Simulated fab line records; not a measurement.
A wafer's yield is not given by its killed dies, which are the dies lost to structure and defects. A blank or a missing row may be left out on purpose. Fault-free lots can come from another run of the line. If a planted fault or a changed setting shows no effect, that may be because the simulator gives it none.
A lot that was struck, set against a sound lot / flow n5-finfet / 37 out of 1938 route steps
Sound: these wafers, L777.3, L777.4, L777.5. Struck: wafers L770.1, L770.3, L770.6. Last of all comes the cause.
Each step with rows lists, per side, the tool, then ch with its chambers, then its first start. Under that, the readings that differ: sound wafers / struck wafers / difference of the means / sigmas: that difference in standard deviations of wafers without a fault.
alike: readings with means less than 2 such deviations apart, plus words and numbers identical on both sides. not compared: withheld readings, readings lacking a value on some wafer, bounds such as >300 that could conceal the same value, and numbers that have no deviation in the record and whose values overlap.
Wherever a step has rows on one side only, a row that says differs or no value, or a row with sigmas, the two part there. Non-overlapping numbers with no deviation appear without sigmas and do not part them. A reading missing from all wafers of one side parts the sides only when that side holds two or more wafers.

first, 9 steps without rows for these wafers: N5_BEOL_M8_DESCUM_33 (chemistry O2, time 7 s); N5_BEOL_M8_ETCH_72 (etches underlayer in N2/H2, target depth 6.5 nm, time 5.2 s); N5_BEOL_M8_ETCH_65 (etches SiARC in CF4, target depth 15.6 nm, time 26 s); N5_BEOL_M8_ETCH_66 (etches SOC in N2/H2, target depth 80 nm, overetch 16 nm, time 120 s); N5_BEOL_M8_STRIP_69 (strips in N2/H2); N5_BEOL_M8_STRIP_73 (strips in N2/H2); N5_BEOL_M8_VIA_ETCH_34 (etches SiCOH lowk in C4F6/O2, target depth 125.5 nm, time 50.5 s); N5_BEOL_M8_STRIP_76 (strips in C4F6/O2); N5_BEOL_M8_STRIP_36 (strips in N2/H2).
N5_BEOL_M8_TRENCH_ETCH_37: etches SiCOH lowk in C4F6/O2, target depth 93.478 nm, time 31.2 s.
  sound on rie-diel-01 ch 1,3, day 14 04:11; struck on rie-diel-05 ch 0,3, day 13 04:41
reading=bias-w (W); sound=184.6 184.8 184.7; struck=230.7 230.8 230.1; difference=+45.8; sigmas=+99 or more
reading=rf-vpp-V (V); sound=667 659 666; struck=785 787 785; difference=+122; sigmas=+22
reading=model.BEOL_M8.feature-depth-nm (nm); sound=92.6 91.6 93.2; struck=99.2 102.4 99.4; difference=+7.9; sigmas=
reading=model.etch.depth-nm (nm); sound=92.55 91.68 93.17; struck=99.16 102.4 99.41; difference=+7.86; sigmas=
reading=model.TiN_of_BEOL_M8_HM_DEP_02.thk-nm (nm); sound=17.4 17.6 17.4; struck=17 17 17.2; difference=+0; sigmas=
  alike: drypump-motor-current-A, mfc-ar-sccm, oes-product-au, showerhead-plenum-p-Torr, throttle-valve-pct
  not compared: rf-hours-counter-h
then, 2 steps without rows for these wafers: N5_BEOL_M8_ETCH_41 (etches SiCN in CH3F/O2, target depth 31.9 nm, time 57.8 s); N5_BEOL_M8_STRIP_80 (strips in N2/H2, time 10 s).
N5_BEOL_M8_OCD_MEAS_38:
  sound: ocd-02 at day 14 04:20; struck: ocd-02 at day 13 04:50
reading=trench-depth-nm (nm); sound=92.7 91.8 93.5; struck=98.7 102.5 99.7; difference=+7.6; sigmas=+6
then, 13 steps without rows for these wafers: N5_BEOL_M8_HM_STRIP_39 (strips TiN in peroxide tin strip, target depth 25 nm, time 158 s); N5_BEOL_M8_SRD_40 (time 30 s); N5_BEOL_M8_PRECLEAN_42 (cleans in residue remover, time 60 s); N5_BEOL_M8_SRD_43 (time 30 s); N5_BEOL_M8_CURE_75 (cures SiCOH lowk, time 120 s); N5_BEOL_M8_DEGAS_44 (time 60 s); N5_BEOL_M8_PRE_CLEAN_45 (time 30 s); N5_BEOL_M8_ALD_77 (deposits TaN, target thk 2 nm, pulse time 2 s, purge time 3 s); N5_BEOL_M8_SURFACE_TREAT_79; N5_BEOL_M8_CVD_78 (deposits Co from CCTBA/H2, target thk 2 nm, time 142.3 s); N5_BEOL_M8_SPUTTER_48 (material Cu, target thk 10 nm, time 1.667 s); N5_BEOL_M8_ECD_50 (material Cu, target thk 300 nm); N5_BEOL_M8_ANNEAL_51 (time 90 s).
N5_BEOL_M8_CMP_52: polishes, stops on SiCOH lowk, t overpolish 6.9 s, target thk 80 nm.
  sound on cmp-03 ch 1,2, day 14 06:55; struck on cmp-03 ch 1,2, day 13 07:00
reading=model.Cu_of_BEOL_M8_ECD_50.thk-nm (nm); sound=81.2 78.8 80.2; struck=85.4 88.6 85.6; difference=+6.5; sigmas=
  alike: barrier-field-endpoint-s, clearing-platen-down-force-psi, clearing-platen-rpm, motor-current-A, overpolish-run-s, platen-rpm, time-to-endpoint-s
N5_BEOL_M8_THK_MEAS_53: measures by xrf.
  sound: film-metro-01 at day 14 07:13; struck: film-metro-02 at day 13 07:18
reading=M8_THK (nm); sound=81.2 78.9 80.1; struck=84.8 88.4 85.1; difference=+6.0; sigmas=+4
then, 2 steps without rows for these wafers: N5_BEOL_M8_PRE_CLEAN_55 (time 15 s); N5_BEOL_M8_DEP_56 (deposits SiCN from 3MS/NH3, target thk 10 nm, time 17.5 s).
N5_BEOL_M8_RS_MEAS_57: a four-point-probe measurement.
  sound: film-metro-02 at day 14 07:21; struck: film-metro-02 at day 13 07:26
reading=M8_RS (ohm/sq); sound=0.282 0.291 0.285; struck=0.266 0.255 0.264; difference=-0.024; sigmas=-4
then, 5 steps without rows for these wafers: N5_BEOL_M9_ILD_DEP_00 (deposits SiCOH lowk from DEMS/porogen, target thk 308.51 nm, time 58 s); N5_BEOL_M9_CURE_71 (cures SiCOH lowk, time 240 s); N5_BEOL_M9_PECVD_70 (deposits SiO2 from TEOS/O2, target thk 20 nm, time 22.7 s); N5_BEOL_M9_HM_DEP_02 (deposits TiN, target thk 20 nm); N5_BEOL_M9_COAT_59 (time 60 s, resist thk 100 nm).
-- the record jumps here: 2 days lie between the struck wafers' starts before and after (it left off in module BEOL_M9 and takes up again in module BEOL_M15, whose first step shown is number 1830 of the route) --
N5_BEOL_M15_RC_MEAS_101:
  sound on prober-01 ch 0, day 17 01:36; struck on prober-01 ch 0, day 15 11:40
reading=SERP_M11 (ohm/um); sound=3.15 3.42 3.28; struck=3.02 3.15 3.15; difference=-0.18; sigmas=-2
reading=SERP_M8 (ohm/um); sound=13.5 14.2 13.7; struck=13.0 12.4 13.2; difference=-0.9; sigmas=-2
reading=SERP_M8_max_site (ohm/um); sound=14.2 15.0 14.4; struck=13.5 13.3 13.6; difference=-1.1; sigmas=-2
  alike: COMB_M10, COMB_M11, COMB_M12, COMB_M13, COMB_M14, COMB_M14_max_site, COMB_M15, COMB_M5, COMB_M6, COMB_M6_max_site, COMB_M7, COMB_M8, COMB_M9, SERP_M10, SERP_M12, SERP_M12_max_site, SERP_M13, SERP_M14, SERP_M5, SERP_M6, SERP_M7, SERP_M9

WHERE THEY PART
Earliest at N5_BEOL_M8_TRENCH_ETCH_37; latest, in this record, at N5_BEOL_M15_RC_MEAS_101.

WHY: whatever the simulator had introduced
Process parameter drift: rie-diel-05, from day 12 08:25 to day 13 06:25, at N5_BEOL_M8_TRENCH_ETCH_37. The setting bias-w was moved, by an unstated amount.
